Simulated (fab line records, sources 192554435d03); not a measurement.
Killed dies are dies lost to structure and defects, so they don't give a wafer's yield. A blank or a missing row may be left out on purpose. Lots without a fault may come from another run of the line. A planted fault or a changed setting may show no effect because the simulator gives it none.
fab line records | flow n5_finfet
record lots=7 wafers=19 last_day=19
route steps=1938 shown BEOL_M6@1228 BEOL_M15@1830 PASSIVATION@1936
lots that met no fault: from a run of the same line without faults
start_h: hours from the record's first day to the start of the lot's first wafer shown | wait_h: hours since the lot's step before | " the same as in the row above | L1.1+2: a row that stands for several wafers | - no value, or no start given | * or withheld: withheld | < > ~ a bound
route shown NAME@n: a module of which the file shows steps, and the number in the route of the first | usual: mean/standard deviation of fault-free wafers | same: alike in all rows | chamber/n: place in a boat | sites: the reading at each site | _std_site: their standard deviation | _edge_site: outer sites' mean less inner sites' | radius_mm: how far each site lies from the wafer's centre | mask NAME#n: copy n | behind: the tool/chamber that last shaped the wafer | hold: why the lot was held/for how many hours/how that ended | device: the transistor (n, p or np) that didn't switch | end of line: the same wafers' tests at the end of the route | a step without rows: its recipe alone | killed: dies lost to structure and defects at the first sort, not the wafer's yield | map: a wafer's dies, x killed, . not, _ none there
set.NAME: the setting as run; set.NAME@STEP: as run at that earlier step | model.NAME: the simulator's own value behind a step, which no gauge read
steps of the route over a sample of lots; a table a step, a row a wafer
services: from which hour (start_h, from the record's first day; less than 0 if before it) a tool's chamber was out of use, for how many hours, and why
## steps
# step N5_BEOL_M6_OVL_MEAS_29
# recipe points_per_wafer=522
# usual V5_OVL=-0.4/0.69
# columns lot.wafer tool chamber start_h wait_h V5_OVL[nm]
L739.2 overlay-02 0 196.31 0.0 -1.2
L739.3 " 0 " " -1.8
L739.5 " 0 " " -1.0
L742.3 overlay-02 0 215.06 0.0 -1.0
L742.4 " 0 " " -0.6
L742.5 " 0 " " -0.7
L746.4 overlay-01 0 230.04 0.0 -1.0
L746.6 " 0 " " -0.5
L754.1 overlay-01 0 283.99 0.0 -1.1
L754.6 " 0 " " -0.5
L757.1 overlay-01 0 310.85 0.0 -0.4
L757.3 " 0 " " 0.1
L757.4 " 0 " " 0.0
L759.1 overlay-01 0 329.83 0.0 0.7
L759.3 " 0 " " -0.9
L759.5 " 0 " " -0.7
L761.3 overlay-02 0 341.01 0.0 0.5
L761.5 " 0 " " 0.1
L761.6 " 0 " " -0.4
# step N5_BEOL_M6_ETCH_66
# recipe chemistry=N2/H2 target=SOC target_depth_a=800 overetch_a=160 mask_material=SiARC temp_c=40 time_s=120 ion_energy_ev=200 pressure_mtorr=30 source_w=840 bias_w=150 n2_flow_sccm=200 h2_flow_sccm=200
# usual drypump_motor_current_A=5.6/0.43 oes_product_au=0.59/0.041 rf_vpp_V=523.7/2.5 run_length_s=143.1/0.49 showerhead_plenum_p_Torr=2.54/0.1 throttle_valve_pct=17.87/0.21
# columns lot.wafer tool chamber start_h wait_h drypump_motor_current_A oes_product_au rf_hours_counter_h rf_vpp_V run_length_s showerhead_plenum_p_Torr throttle_valve_pct
L739.2 rie_diel-01 2 196.99 0.0 5.6 0.61 96 523.9 143.2 2.57 17.66
L739.3 " 0 " " 6.2 0.58 133 521.9 143.8 2.42 17.79
L739.5 " 1 " " 5.8 0.62 - 521.6 142.2 2.43 17.42
L742.3 rie_diel-04 3 215.22 0.0 5.6 0.54 210 526.1 143.0 2.62 17.91
L742.4 " 3 " " 5.7 0.54 - 526.0 142.8 2.62 17.90
L742.5 " 2 " " 4.8 0.67 - 525.6 142.7 2.62 18.08
L746.4 rie_diel-01 1 230.26 0.0 5.8 0.60 113 522.1 142.4 2.43 17.44
L746.6 " 1 " " 5.8 0.60 - 522.2 142.2 2.43 17.44
L754.1 rie_diel-01 2 284.72 0.0 5.6 0.58 127 524.0 143.0 2.55 17.71
L754.6 " 3 " " 5.4 0.56 - 520.1 143.7 2.45 18.16
L757.1 rie_diel-04 0 311.10 0.0 5.5 0.67 37 528.2 142.5 2.72 17.72
L757.3 " 2 " " 4.8 0.63 69 525.7 142.7 2.61 18.14
L757.4 " 3 " " 5.6 0.52 - 525.2 143.0 2.60 17.97
L759.1 rie_diel-04 2 330.12 0.0 4.8 0.63 78 525.4 142.9 2.60 18.17
L759.3 " 1 " " 5.8 0.57 167 524.4 143.3 2.54 17.78
L759.5 " 1 " " 5.8 0.58 - 523.6 142.9 2.54 17.78
L761.3 rie_diel-02 3 341.18 0.0 4.9 0.60 104 525.2 143.5 2.60 18.08
L761.5 " 2 " " 5.8 0.56 - 525.6 142.9 2.67 18.05
L761.6 " 3 " " 4.9 0.60 - 523.7 143.0 2.60 18.09
# step N5_BEOL_M6_TRENCH_ETCH_37
# recipe chemistry=C4F6/O2 target_depth_a=944.35 target=SiCOH_lowk time_s=31.5 ion_energy_ev=250 pressure_mtorr=30 source_w=345 bias_w=185 Ar_flow_sccm=300 C4F6_flow_sccm=10 O2_flow_sccm=10
# usual C4F6_flow_sccm=10.001/0.027 drypump_motor_current_A=5.6/0.43 oes_product_au=0.77/0.06 rf_vpp_V=665/23 run_length_s=54.6/0.46 showerhead_plenum_p_Torr=2.84/0.098 throttle_valve_pct=20.92/0.2
# columns lot.wafer tool chamber start_h wait_h C4F6_flow_sccm drypump_motor_current_A oes_product_au rf_hours_counter_h rf_vpp_V run_length_s showerhead_plenum_p_Torr throttle_valve_pct
L739.2 rie_diel-01 2 197.19 - 9.989 5.6 0.79 96 650 54.4 2.83 20.55
L739.3 " 0 " " 10.056 6.3 0.75 133 628 55.3 2.72 20.93
L739.5 " 1 " " 10.009 5.8 0.80 - 682 54.0 2.77 20.80
L742.3 rie_diel-04 3 215.41 - 9.983 5.7 0.71 210 664 54.5 2.92 20.88
L742.4 " 3 " " 9.997 5.7 0.71 - 665 55.2 2.92 20.86
L742.5 " 2 " " 10.044 4.7 0.90 - 629 54.5 2.92 21.09
L746.4 rie_diel-01 1 230.46 - 10.009 5.8 0.78 114 683 53.7 2.77 20.81
L746.6 " 1 " " 10.023 5.8 0.78 - 681 54.5 2.77 20.81
L754.1 rie_diel-01 2 284.91 - 9.976 5.6 0.76 127 648 64.6 2.82 20.61
L754.6 " 3 " " 9.993 5.4 0.73 - 693 55.7 2.74 21.22
L757.1 rie_diel-04 0 311.29 - 9.998 5.6 0.90 37 672 54.4 3.00 20.56
L757.3 " 2 " " 10.017 4.8 0.83 69 629 54.0 2.90 21.14
L757.4 " 3 " " 10.019 5.7 0.68 - 663 54.7 2.91 20.91
L759.1 rie_diel-04 2 330.31 - 10.000 4.7 0.83 78 628 54.2 2.89 21.17
L759.3 " 1 " " 9.944 5.8 0.75 168 688 54.8 2.89 21.15
L759.5 " 1 " " 9.948 5.8 0.75 - 689 54.8 2.89 21.15
L761.3 rie_diel-02 3 341.37 - 10.035 4.9 0.79 104 667 55.0 2.85 20.90
L761.5 " 2 " " 10.074 5.8 0.71 - 648 54.2 2.99 21.07
L761.6 " 3 " " 10.099 4.9 0.79 - 668 54.3 2.85 20.91
# step N5_BEOL_M6_OCD_MEAS_38
# usual trench_depth_nm=94.3/2.3
# columns lot.wafer tool chamber start_h wait_h trench_depth_nm
L739.2 ocd-02 - 197.34 - 93.8
L739.3 " - " " 94.2
L739.5 " - " " 94.1
L742.3 ocd-02 - 215.57 - 93.5
L742.4 " - " " 93.0
L742.5 " - " " 95.4
L746.4 ocd-01 - 230.62 - 93.0
L746.6 " - " " 93.1
L754.1 ocd-02 - 285.07 - 124.5
L754.6 " - " " 93.8
L757.1 ocd-01 - 311.44 - 99.1
L757.3 " - " " 95.8
L757.4 " - " " 93.2
L759.1 ocd-02 - 330.47 - 96.3
L759.3 " - " " 94.2
L759.5 " - " " 94.0
L761.3 ocd-01 - 341.53 - 95.5
L761.5 " - " " 88.6
L761.6 " - " " 94.6
# step N5_BEOL_M6_ALD_77
# recipe material=TaN target_thk_a=20 temp_c=275 ald_precursor_family=PDMAT ald_co_reactant=NH3 pressure_torr=3 carrier_flow_sccm=1500 pulse_time_s=2 purge_time_s=3 co_reactant_purge_time_s=2 co_reactant_pulse_time_s=3 ald_cycles=40 precursor_vessel_temp_c=75 precursor_vessel_pressure_torr=26.25 precursor_vessel_carrier_sccm=1000
# usual heater_power_outer_w=226/25 heater_power_w=415/38 mfc_carrier_sccm=1500/4.3 precursor_vessel_pressure_torr=26.24/0.048
# columns lot.wafer tool chamber start_h wait_h heater_power_outer_w heater_power_w mfc_carrier_sccm precursor_vessel_pressure_torr
L739.2 ald_metal-04 0 198.25 0.1 232 445 1498 26.28
L739.3 " 3 " " 199 355 1503 26.24
L739.5 " 2 " " 284 506 1498 26.21
L742.3 ald_metal-02 2 216.33 0.0 235 394 1497 26.26
L742.4 " 3 " " 208 361 1498 26.27
L742.5 " 0 " " 230 405 1495 26.24
L746.4 ald_metal-02 1 233.03 0.0 273 457 1506 26.29
L746.6 " 0 " " 231 406 1500 26.29
L754.1 ald_metal-03 0 286.05 0.0 230 434 1501 26.18
L754.6 " 0 " " 232 431 1501 26.29
L757.1 ald_metal-02 3 313.24 0.1 207 361 1505 26.22
L757.3 " 0 " " 227 409 1497 26.32
L757.4 " 2 " " 234 398 1497 26.31
L759.1 ald_metal-03 0 331.80 0.3 231 432 1501 26.32
L759.3 " 1 " " 202 386 1507 26.32
L759.5 " 1 " " 201 407 1490 26.22
L761.3 ald_metal-03 1 342.71 0.1 202 397 1499 26.22
L761.5 " 0 " " 231 426 1501 26.20
L761.6 " 3 " " 217 443 1500 26.31
# step N5_BEOL_M6_THK_MEAS_53
# recipe thk_meas_gauge=xrf reads=Cu_of_BEOL_M6_ECD_50
# usual M6_THK=80.1/2.8
# columns lot.wafer tool chamber start_h wait_h M6_THK[nm]
L739.2 film_metro-01 - 200.45 - 78.8
L739.3 " - " " 80.6
L739.5 " - " " 81.0
L742.3 film_metro-01 - 217.90 - 74.9
L742.4 " - " " 77.8
L742.5 " - " " 80.7
L746.4 film_metro-02 - 234.49 - 78.5
L746.6 " - " " 79.7
L754.1 film_metro-02 - 288.24 - 105.7
L754.6 " - " " 78.7
L757.1 film_metro-01 - 315.32 - 86.9
L757.3 " - " " 82.9
L757.4 " - " " 79.8
L759.1 film_metro-01 - 334.12 - 81.5
L759.3 " - " " 79.8
L759.5 " - " " 80.6
L761.3 film_metro-01 - 345.46 - 80.5
L761.5 " - " " 75.4
L761.6 " - " " 81.6
# step N5_BEOL_M6_RS_MEAS_57
# recipe thk_meas_gauge=four-point-probe reads=Cu_of_BEOL_M6_ECD_50+Co_of_BEOL_M6_CVD_78+TaN_of_BEOL_M6_ALD_77
# usual M6_RS=0.285/0.012
# columns lot.wafer tool chamber start_h wait_h M6_RS[ohm/sq]
L739.2 film_metro-02 - 200.58 0.1 0.289
L739.3 " - " " 0.282
L739.5 " - " " 0.281
L742.3 film_metro-01 - 218.03 0.1 0.309
L742.4 " - " " 0.295
L742.5 " - " " 0.282
L746.4 film_metro-01 - 234.62 0.0 0.289
L746.6 " - " " 0.284
L754.1 film_metro-02 - 288.37 0.1 0.205
L754.6 " - " " 0.289
L757.1 film_metro-02 - 315.45 0.1 0.261
L757.3 " - " " 0.277
L757.4 " - " " 0.290
L759.1 film_metro-01 - 334.25 0.1 0.280
L759.3 " - " " 0.286
L759.5 " - " " 0.283
L761.3 film_metro-01 - 345.59 0.1 0.280
L761.5 " - " " 0.303
L761.6 " - " " 0.276
# step N5_BEOL_M15_RC_MEAS_101
# usual COMB_M10=1.5e-11/3.2e-12 COMB_M10_max_site=2.1e-11/5.2e-12 COMB_M11=1.5e-11/3.5e-12 COMB_M12=7e-12/1.2e-12 COMB_M13=5.8e-12/1e-12 COMB_M14=4.4e-12/7.5e-13 COMB_M15=3.2e-12/5.5e-13 COMB_M5=3.8e-11/7.8e-12 COMB_M7=2.5e-11/4.9e-12 COMB_M8=2.6e-11/5.2e-12 COMB_M9=1.6e-11/3.1e-12 SERP_M10=3.03/0.12 SERP_M11=3.11/0.11 SERP_M12=0.623/0.021 SERP_M13=0.310/0.007 SERP_M14=0.159/0.0065 SERP_M5=39.5/2.4 SERP_M5_max_site=41.0/2.4 SERP_M6=14.1/0.85 SERP_M6_max_site=14.7/0.9 SERP_M7=14.0/0.72 SERP_M8=13.9/0.82 SERP_M9=3.10/0.12
# columns lot.wafer tool chamber start_h wait_h COMB_M10[S/m] COMB_M10_max_site[S/m] COMB_M11[S/m] COMB_M12[S/m] COMB_M13[S/m] COMB_M14[S/m] COMB_M15[S/m] COMB_M5[S/m] COMB_M7[S/m] COMB_M8[S/m] COMB_M9[S/m] SERP_M10[ohm/um] SERP_M11[ohm/um] SERP_M12[ohm/um] SERP_M13[ohm/um] SERP_M14[ohm/um] SERP_M5[ohm/um] SERP_M5_max_site[ohm/um] SERP_M6[ohm/um] SERP_M6_max_site[ohm/um] SERP_M7[ohm/um] SERP_M8[ohm/um] SERP_M9[ohm/um]
L739.2 prober-01 0 268.40 0.4 2e-11 2.9e-11 1.7e-11 8.5e-12 5e-12 4.4e-12 2.6e-12 3.3e-11 2.9e-11 2.1e-11 1.7e-11 3.11 3.19 0.608 0.314 0.162 39.5 40.7 14.0 14.8 14.0 13.7 3.07
L739.3 " 0 " " 1.9e-11 2.5e-11 1.4e-11 5.2e-12 5.4e-12 5.1e-12 3.1e-12 3e-11 2.7e-11 2.7e-11 1.2e-11 2.98 3.12 0.579 0.309 0.153 42.3 45.0 14.1 14.5 13.7 13.4 2.99
L739.5 " 0 " " 1.4e-11 2.4e-11 1.3e-11 6.5e-12 4.7e-12 4.3e-12 2.6e-12 3.5e-11 2.3e-11 2.2e-11 1.7e-11 3.06 3.01 0.622 0.305 0.170 42.6 45.7 12.8 13.4 13.7 13.5 3.02
L742.3 prober-01 0 288.59 0.3 1.9e-11 3.2e-11 2e-11 5.1e-12 4.7e-12 4.5e-12 3.4e-12 6e-11 3.2e-11 1.9e-11 1.9e-11 3.41 2.93 0.615 0.315 0.157 38.4 40.0 15.5 16.3 15.6 13.3 2.92
L742.4 " 0 " " 1.5e-11 2.2e-11 1.4e-11 7.7e-12 5.4e-12 4.9e-12 3.1e-12 4e-11 2.7e-11 2.7e-11 1.2e-11 3.04 3.19 0.591 0.316 0.157 36.1 37.0 15.6 16.9 14.0 14.5 2.96
L742.5 " 0 " " 1.5e-11 1.9e-11 1.1e-11 5.9e-12 4.1e-12 3.5e-12 3.5e-12 4.3e-11 2.1e-11 2.1e-11 1.2e-11 3.16 3.01 0.600 0.300 0.154 38.1 39.2 13.9 14.5 13.3 14.4 2.97
L746.4 prober-01 0 305.99 0.5 1.6e-11 1.8e-11 1.5e-11 5.7e-12 4.4e-12 4.5e-12 2.3e-12 3e-11 1.9e-11 2.2e-11 1.4e-11 2.94 3.20 0.622 0.306 0.159 39.1 41.0 14.9 15.2 15.1 13.5 3.23
L746.6 " 0 " " 1.8e-11 2.8e-11 1.3e-11 4.7e-12 6e-12 3.8e-12 2.7e-12 4.6e-11 2.8e-11 2.2e-11 1.4e-11 3.01 2.95 0.580 0.313 0.158 38.9 39.3 14.3 14.8 14.4 14.3 3.21
L754.1 prober-02 0 368.22 0.0 2.2e-11 2.9e-11 1.3e-11 6.9e-12 4.4e-12 4.9e-12 3.8e-12 5e-11 2.8e-11 3e-11 1.8e-11 3.03 3.03 0.625 0.309 0.151 42.0 43.4 9.9 10.3 13.3 12.6 3.05
L754.6 " 0 " " 1.9e-11 2.8e-11 1.7e-11 6.1e-12 4.2e-12 4e-12 2.4e-12 4.9e-11 1.9e-11 2.3e-11 2e-11 2.84 3.16 0.631 0.310 0.165 41.3 41.8 13.0 14.2 13.6 14.6 3.13
L757.1 prober-02 0 400.30 0.0 1.7e-11 2.2e-11 1.2e-11 9.7e-12 5e-12 4.3e-12 2.6e-12 3.1e-11 2e-11 2.5e-11 2e-11 2.99 3.28 0.612 0.307 0.158 37.5 39.6 12.3 13.0 13.2 14.0 3.00
L757.3 " 0 " " 1.7e-11 2.3e-11 1.5e-11 8.3e-12 6.8e-12 4e-12 2.6e-12 5.2e-11 1.9e-11 3.2e-11 1.8e-11 2.97 3.06 0.591 0.334 0.159 35.4 36.4 13.4 13.6 13.3 13.6 3.20
L757.4 " 0 " " 1.8e-11 2.4e-11 1.5e-11 9.6e-12 5.1e-12 3.8e-12 3.5e-12 3.9e-11 2.1e-11 2.8e-11 1.4e-11 3.05 3.09 0.622 0.311 0.170 35.4 37.8 13.9 14.3 13.9 15.1 2.98
L759.1 prober-02 0 413.08 0.2 1.4e-11 1.8e-11 1.9e-11 8.4e-12 7.3e-12 4.1e-12 4.1e-12 2.7e-11 2.4e-11 2.1e-11 1.8e-11 3.32 3.11 0.613 0.306 0.157 42.8 44.5 14.5 14.9 13.5 14.9 3.12
L759.3 " 0 " " 1.2e-11 2.4e-11 1.6e-11 6.9e-12 9.3e-12 4.9e-12 4.4e-12 3.1e-11 1.8e-11 3.2e-11 1.6e-11 2.96 2.92 0.641 0.315 0.157 36.3 37.6 14.2 14.8 14.6 14.2 3.03
L759.5 " 0 " " 1.2e-11 1.5e-11 1.2e-11 7.2e-12 6.8e-12 4.3e-12 3.1e-12 2.8e-11 2.4e-11 3.8e-11 1.6e-11 3.22 2.90 0.605 0.307 0.156 44.4 45.5 14.1 14.5 14.5 13.8 3.14
L761.3 prober-02 0 429.01 0.6 1.8e-11 2.5e-11 1.5e-11 6.5e-12 7.5e-12 5e-12 4.3e-12 4.2e-11 3.3e-11 2.2e-11 1.6e-11 2.93 3.24 0.640 0.320 0.159 39.7 40.9 13.9 14.5 14.0 13.5 2.83
L761.5 " 0 " " 1.7e-11 2.2e-11 1.4e-11 6.4e-12 5.7e-12 5.8e-12 2.7e-12 3.6e-11 3e-11 3.4e-11 1.4e-11 2.87 3.11 0.637 0.293 0.155 39.6 41.0 14.7 15.5 14.1 12.9 3.11
L761.6 " 0 " " 2.2e-11 2.6e-11 1.3e-11 6.2e-12 5.7e-12 5.3e-12 3.8e-12 4e-11 3.2e-11 2.8e-11 1.2e-11 2.95 2.96 0.639 0.303 0.165 41.5 42.3 14.2 15.2 14.1 13.8 3.10
# sites SERP_M6 radius_mm=0,75,75,75,75,140,140,140,140
L739.2 13.0 13.4 13.4 14.0 13.6 14.3 14.8 14.6 14.5
L742.3 16.3 15.7 15.5 16.2 15.6 14.4 14.1 14.4 14.5
L746.4 14.1 14.7 14.8 14.7 15.2 14.9 15.2 15.2 15.1
L754.1 9.8 10.1 9.9 9.9 9.9 9.9 10.3 10.3 10.2
L757.1 12.0 12.3 12.4 12.3 12.3 13.0 12.2 13.0 12.6
L759.1 14.0 14.9 14.5 14.4 13.9 14.8 14.7 14.6 13.9
L761.3 14.1 14.5 13.4 13.5 13.7 13.9 13.7 13.9 13.9
# step N5_PASSIVATION_PROBE_49
# usual defect_limited_yield=91.1/1.4 killed_at_M0_to_M3=34/11 killed_at_M4_up=14/5.6 killed_at_contacts=13/5.9 killed_at_front_end=40/11 killed_at_other=4/3.1 killed_dies=105/16 killed_open=68/11 killed_short=34/8.4 sort_bin_5_function=5.2/0.86 sort_bin_6_memory=3.2/0.7 sort_n_pass=1074/21 sort_yield_pct=91.0/1.8
# same gross_dies=1180 killed_at_back_side=0 sort_bin_4_leakage[%]=0 sort_bin_8_speed[%]=0
# columns lot.wafer tool chamber start_h wait_h defect_limited_yield[%] killed_at_M0_to_M3 killed_at_M4_up killed_at_contacts killed_at_front_end killed_at_other killed_dies killed_open killed_short sort_bin_5_function[%] sort_bin_6_memory[%] sort_n_pass sort_yield_pct[%]
L739.2 prober-01 - 286.04 0.1 90.3 40 15 18 41 1 115 66 43 5.8 3.0 1065 90.3
L739.3 prober-01 - 286.09 0.1 89.5 38 20 32 32 2 124 88 36 5.3 4.9 1056 89.5
L739.5 prober-01 - 286.19 0.2 90.8 34 11 28 35 1 109 69 39 5.5 3.1 1071 90.8
L742.3 prober-01 - 300.18 0.1 92.1 28 14 9 39 3 93 56 27 4.9 2.1 1087 92.1
L742.4 prober-01 - 300.23 0.2 93.1 31 10 11 27 2 81 52 29 4.4 2.3 1099 93.1
L742.5 prober-01 - 300.28 0.2 92.2 40 8 4 35 5 92 49 35 4.4 2.5 1088 92.2
L746.4 prober-02 - 320.32 0.2 90.4 57 12 10 33 1 113 71 34 5.1 3.8 1067 90.4
L746.6 prober-02 - 320.42 0.3 91.8 33 13 14 35 2 97 66 28 4.2 3.7 1083 91.8
L754.1 prober-02 - 381.47 0.0 91.5 41 16 15 27 1 100 57 38 4.5 3.6 1080 91.5
L754.6 prober-02 - 381.72 0.3 91.1 42 10 12 40 1 105 73 32 5.3 3.4 1075 91.1
L759.1 prober-02 - 429.63 1.2 90.7 27 10 8 63 2 110 65 45 5.5 3.5 1070 90.7
L759.3 prober-02 - 429.73 1.3 92.8 32 12 11 28 2 85 57 26 4.6 2.2 1095 92.8
L759.5 prober-02 - 429.83 1.4 91.0 26 21 11 43 5 106 65 39 5.6 2.9 1074 91.0
L761.3 prober-01 - 442.74 0.1 90.8 22 6 22 50 9 109 76 26 6.1 2.5 1071 90.8
L761.5 prober-01 - 442.84 0.2 91.4 29 14 12 42 5 102 72 28 5.0 3.6 1078 91.4
L761.6 prober-01 - 442.89 0.3 90.0 33 8 18 50 9 118 80 32 5.8 3.5 1062 90.0
L757.1 prober-02 - 464.38 0.0 90.6 43 16 13 31 8 111 76 34 5.7 3.6 1069 90.6
L757.3 prober-02 - 464.48 0.1 91.3 22 17 13 46 5 103 72 31 5.7 2.8 1077 91.3
L757.4 prober-02 - 464.53 0.2 91.3 41 17 3 38 4 103 69 34 5.0 3.6 1077 91.3
# killed by level:class
L739.2 BEOL_M0_SAQP:geometric_particle:open=10 MOL_CONTACT_COAG:geometric_particle:open=9 MOL_CONTACT_COAG:geometric_particle:short=9 FIN_SAQP:geometric_particle:short=7 BEOL_M1:geometric_particle:open=7 BEOL_M4:geometric_particle:open=7 HKMG_FIN:area_etch=6 DUMMY_GATE:geometric_particle:open=5
L739.3 MOL_CONTACT_COAG:geometric_particle:open=25 BEOL_M0_SAQP:geometric_particle:short=10 BEOL_M3:geometric_particle:open=10 BEOL_M4:geometric_particle:open=9 DUMMY_GATE:geometric_particle:open=7 MOL_CONTACT_COAG:geometric_particle:short=7 BEOL_M0_SAQP:geometric_particle:open=6 BEOL_M2:geometric_particle:open=6
L739.5 MOL_CONTACT_COAG:geometric_particle:open=20 BEOL_M2:geometric_particle:open=8 MOL_CONTACT_COAG:geometric_particle:short=8 FIN_SAQP:geometric_particle:open=6 FIN_SAQP:geometric_particle:short=6 STI_FIN_REVEAL:geometric_particle:open=6 BEOL_M0_SAQP:geometric_particle:short=6 BEOL_M0_SAQP:geometric_particle:open=5
L742.3 BEOL_M0_SAQP:geometric_particle:open=10 HKMG_FIN:area_etch=8 MOL_CONTACT_COAG:geometric_particle:open=7 BEOL_M2:geometric_particle:open=7 DUMMY_GATE:geometric_particle:open=6 BEOL_M0_SAQP:geometric_particle:short=5 FIN_SAQP:geometric_particle:short=4 STARTING-WAFER:geometric_particle:short=4
L742.4 BEOL_M0_SAQP:geometric_particle:short=12 MOL_CONTACT_COAG:geometric_particle:open=10 FIN_SAQP:geometric_particle:open=6 STI_FIN_REVEAL:geometric_particle:open=6 FIN_SAQP:geometric_particle:short=5 BEOL_M2:geometric_particle:open=5 BEOL_M5:geometric_particle:open=4 BEOL_M1:geometric_particle:open=4
L742.5 BEOL_M2:geometric_particle:open=14 BEOL_M0_SAQP:geometric_particle:short=10 FIN_SAQP:geometric_particle:open=8 HKMG_FIN:area_etch=8 FIN_SAQP:geometric_particle:short=6 BEOL_M2:geometric_particle:short=6 BEOL_M0_SAQP:geometric_particle:open=5 BEOL_M7:geometric_particle:open=4
L746.4 BEOL_M2:geometric_particle:open=20 FIN_SAQP:geometric_particle:open=8 FIN_SAQP:geometric_particle:short=7 MOL_CONTACT_COAG:geometric_particle:open=7 BEOL_M2:geometric_particle:short=7 BEOL_M4:geometric_particle:open=7 BEOL_M0_SAQP:geometric_particle:short=6 BEOL_M1:geometric_particle:open=6
L746.6 MOL_CONTACT_COAG:geometric_particle:open=13 DUMMY_GATE:geometric_particle:open=8 BEOL_M3:geometric_particle:open=7 FIN_SAQP:geometric_particle:open=6 BEOL_M2:geometric_particle:open=6 BEOL_M1:geometric_particle:open=5 BEOL_M4:geometric_particle:open=5 STI_FIN_REVEAL:geometric_particle:open=3
L754.1 BEOL_M2:geometric_particle:open=10 MOL_CONTACT_COAG:geometric_particle:open=10 BEOL_M0_SAQP:geometric_particle:open=7 BEOL_M4:geometric_particle:open=7 BEOL_M0_SAQP:geometric_particle:short=6 MOL_CONTACT_COAG:geometric_particle:short=5 DUMMY_GATE:geometric_particle:open=4 BEOL_M1:geometric_particle:short=4
L754.6 STI_FIN_REVEAL:geometric_particle:open=17 MOL_CONTACT_COAG:geometric_particle:open=11 BEOL_M0_SAQP:geometric_particle:short=10 BEOL_M0_SAQP:geometric_particle:open=8 BEOL_M1:geometric_particle:open=7 BEOL_M4:geometric_particle:open=6 BEOL_M2:geometric_particle:open=5 BEOL_M3:geometric_particle:open=5
L759.1 FIN_SAQP:geometric_particle:open=19 FIN_SAQP:geometric_particle:short=15 DUMMY_GATE:geometric_particle:open=7 BEOL_M0_SAQP:geometric_particle:open=7 MOL_CONTACT_COAG:geometric_particle:short=6 BEOL_M2:geometric_particle:open=6 STI_FIN_REVEAL:geometric_particle:open=5 GATE_CUT:geometric_particle:short=4
L759.3 BEOL_M0_SAQP:geometric_particle:open=9 BEOL_M3:geometric_particle:open=7 BEOL_M2:geometric_particle:open=6 MOL_CONTACT_COAG:geometric_particle:open=5 BEOL_M0_SAQP:geometric_particle:short=5 FIN_SAQP:geometric_particle:open=4 MOL_CONTACT_COAG:geometric_particle:short=4 STI_FIN_REVEAL:geometric_particle:open=4
L759.5 DUMMY_GATE:geometric_particle:open=10 FIN_SAQP:geometric_particle:short=8 MOL_CONTACT_COAG:geometric_particle:open=8 BEOL_M0_SAQP:geometric_particle:short=6 BEOL_M4:geometric_particle:open=6 BEOL_M1:geometric_particle:open=5 BEOL_M1:geometric_particle:short=5 BEOL_M5:geometric_particle:open=5
L761.3 MOL_CONTACT_COAG:geometric_particle:open=18 STI_FIN_REVEAL:geometric_particle:open=13 FIN_SAQP:geometric_particle:open=8 BEOL_M2:geometric_particle:open=7 STI_FIN_REVEAL:geometric_particle:short=6 DUMMY_GATE:geometric_particle:open=6 FIN_SAQP:geometric_particle:short=5 HKMG_FIN:area_etch=5
L761.5 STI_FIN_REVEAL:geometric_particle:open=14 BEOL_M4:geometric_particle:open=11 MOL_CONTACT_COAG:geometric_particle:open=11 FIN_SAQP:geometric_particle:short=8 BEOL_M2:geometric_particle:open=8 BEOL_M0_SAQP:geometric_particle:short=6 ILD0:geometric_particle:short=4 BEOL_M1:geometric_particle:open=4
L761.6 STI_FIN_REVEAL:geometric_particle:open=14 MOL_CONTACT_COAG:geometric_particle:open=11 DUMMY_GATE:geometric_particle:open=7 MOL_CONTACT_COAG:geometric_particle:short=7 BEOL_M0_SAQP:geometric_particle:open=7 BEOL_M2:geometric_particle:open=7 BEOL_M1:geometric_particle:open=6 HKMG_FIN:area_etch=6
L757.1 BEOL_M2:geometric_particle:open=18 GATE_CUT:geometric_particle:short=9 MOL_CONTACT_COAG:geometric_particle:open=9 BEOL_M2:geometric_particle:short=8 BEOL_M1:geometric_particle:open=7 STI_FIN_REVEAL:geometric_particle:open=5 BEOL_M4:geometric_particle:open=5 MIM_TOP:geometric_particle:open=5
L757.3 MOL_CONTACT_COAG:geometric_particle:open=12 BEOL_M4:geometric_particle:open=12 STI_FIN_REVEAL:geometric_particle:open=10 FIN_SAQP:geometric_particle:open=8 BEOL_M3:geometric_particle:open=8 FIN_SAQP:geometric_particle:short=7 BEOL_M0_SAQP:geometric_particle:open=5 GATE_CUT:geometric_particle:short=4
L757.4 BEOL_M2:geometric_particle:open=12 BEOL_M0_SAQP:geometric_particle:open=8 STI_FIN_REVEAL:geometric_particle:open=7 BEOL_M0_SAQP:geometric_particle:short=7 FIN_SAQP:geometric_particle:open=6 DUMMY_GATE:geometric_particle:open=6 BEOL_M5:geometric_particle:open=6 FIN_SAQP:geometric_particle:short=5
## services
# columns tool chamber start_h hours kind
rie_diel-02 2 180.71 1.5 repair
rie_diel-02 3 182.82 5.4 repair
rie_diel-04 0 204.10 - clean
rie_diel-04 0 204.10 - consumable_replace:focus_ring
rie_diel-04 0 204.10 - consumable_replace:showerhead
rie_diel-04 0 204.10 12.5 scheduled_down
rie_diel-04 0 204.10 12.5 vent_cycle
ald_metal-04 - 205.36 2.8 pm
rie_diel-01 - 205.96 2.7 repair
rie_diel-04 1 218.53 47.5 repair
rie_diel-02 2 251.79 2.0 repair
ald_metal-02 3 253.62 16.2 repair
rie_diel-02 0 254.07 3.1 repair
ald_metal-02 - 261.33 0.9 repair
ald_metal-03 2 283.38 11.2 repair
rie_diel-04 1 304.65 10.7 repair
ald_metal-04 - 313.28 6.0 pm
rie_diel-04 3 315.41 - clean
rie_diel-04 3 315.41 - consumable_replace:focus_ring
rie_diel-04 3 315.41 16.5 scheduled_down
rie_diel-04 3 315.41 16.5 vent_cycle
rie_diel-02 - 322.87 0.1 repair
ald_metal-02 - 337.44 14.0 pm
ald_metal-02 0 337.44 14.0 vent_cycle
## key
first_sign step=N5_BEOL_M6_TRENCH_ETCH_37 reading=run_length_s direction=up sigmas=22 usual=* struck=*
effect step=N5_BEOL_M6_OCD_MEAS_38 reading=trench_depth_nm direction=up sigmas=13 usual=94.3 struck=124.5
effect step=N5_BEOL_M6_THK_MEAS_53 reading=M6_THK direction=up sigmas=9.3 usual=80.1 struck=105.7
effect step=N5_BEOL_M6_RS_MEAS_57 reading=M6_RS direction=down sigmas=6.9 usual=0.285 struck=0.205
effect step=N5_BEOL_M15_RC_MEAS_101 reading=SERP_M6 direction=down sigmas=4.8 usual=14.1 struck=9.9
met_at N5_BEOL_M6_TRENCH_ETCH_37
struck_lots L754
struck_wafers L754.1
not_acting_at N5_BEOL_M6_OVL_MEAS_29,N5_BEOL_M6_ETCH_66,N5_BEOL_M6_ALD_77
onset_between 230.46 284.91
fault kind=process_parameter_drift tool=rie_diel-01 chamber=- onset_h=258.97 steps=N5_BEOL_M6_TRENCH_ETCH_37 channel=time_s offset=* shape=step end_h=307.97 scope=struck_wafers_only acts_in=* stated=*
